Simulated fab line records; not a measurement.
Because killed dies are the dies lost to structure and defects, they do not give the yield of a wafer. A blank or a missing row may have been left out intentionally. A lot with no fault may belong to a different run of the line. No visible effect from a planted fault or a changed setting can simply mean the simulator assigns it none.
2 desks looking at one fault / flow n5 finfet / numbers are kept per desk, each desk with only its own; the story behind them comes last

== FROM THE METROLOGY DESK ==
Lot by lot, what the gauges showed, no matter which tool ran the lot: averages of those sampled wafers that carry a number. The brackets show how far a lot's mean lies from the usual mean; more than 4 standard deviations puts the lot out of limits, marked OUT.
Columns: A = M6_OVL at N5_BEOL_M6_OVL_MEAS_12, usual 0.2 nm; B = V5_OVL at N5_BEOL_M6_OVL_MEAS_29, usual 0.3 nm
lot=L308; first seen here=day 10 09:19; A=-0.2; B=0.6
lot=L310; first seen here=day 11 16:40; A=0.7; B=0.6
lot=L313; first seen here=day 12 01:20; A=0.6; B=-0.8
lot=L318; first seen here=day 12 15:47; A=0.5; B=0.0
lot=L319; first seen here=day 13 15:29; A=0.0; B=0.4
lot=L320; first seen here=day 13 16:30; A=0.5; B=-0.3
lot=L321; first seen here=day 13 16:56; A=0.7; B=0.2
lot=L323; first seen here=day 14 14:55; A=0.1; B=-0.0
lot=L326; first seen here=day 15 03:57; A=0.1; B=0.7
lot=L330; first seen here=day 16 12:50; A=-0.5; B=1.5
lot=L329; first seen here=day 16 19:34; A=-0.9; B=0.4
lot=L328; first seen here=day 16 22:37; A=0.3; B=0.7
Finding of this desk: none of the 12 lots has anything out of limits.

== AT THE TOOL OWNER'S DESK: litho track-05 ==
The tool's own readings at N5_BEOL_M6_COAT_22 (resist thk 30 nm): means of the sampled wafers that have a number, for each lot that ran on this tool. The brackets show how far a lot's mean lies from the usual mean; more than 4 standard deviations puts the lot out of limits, marked OUT.
Columns: A = spin speed rpm at N5_BEOL_M6_COAT_22, usual 1499.9 rpm
lot=L318; first seen here=day 12 17:23; A=1442.3 (-52) OUT
lot=L319; first seen here=day 13 16:04; A=1438.8 (-56) OUT
lot=L329; first seen here=day 16 21:28; A=1499.7
lot=L328; first seen here=day 17 01:24; A=1499.8
This desk finds L318, L319 out of limits, L318 being first, at day 12 17:23 (spin speed rpm at N5_BEOL_M6_COAT_22). In limits: L329, L328.

== ALL TOGETHER ==
The tool owner's desk could have raised an alarm at day 12 17:23, on L318, L319.
From the metrology desk's view, nothing was out of limits.
The metrology desk has L318, L319 on record, within its limits.
Of the lots named, all ran N5_BEOL_M6_COAT_22 on litho track-05.

== WHAT THE SIMULATOR HAD INSERTED ==
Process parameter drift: litho track-05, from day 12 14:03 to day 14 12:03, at N5_BEOL_M6_COAT_22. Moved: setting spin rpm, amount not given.
Struck lots among those shown: L318, L319.
Delay in hours, fault start to first out-of-limits reading, by desk: the tool owner's desk at 3.
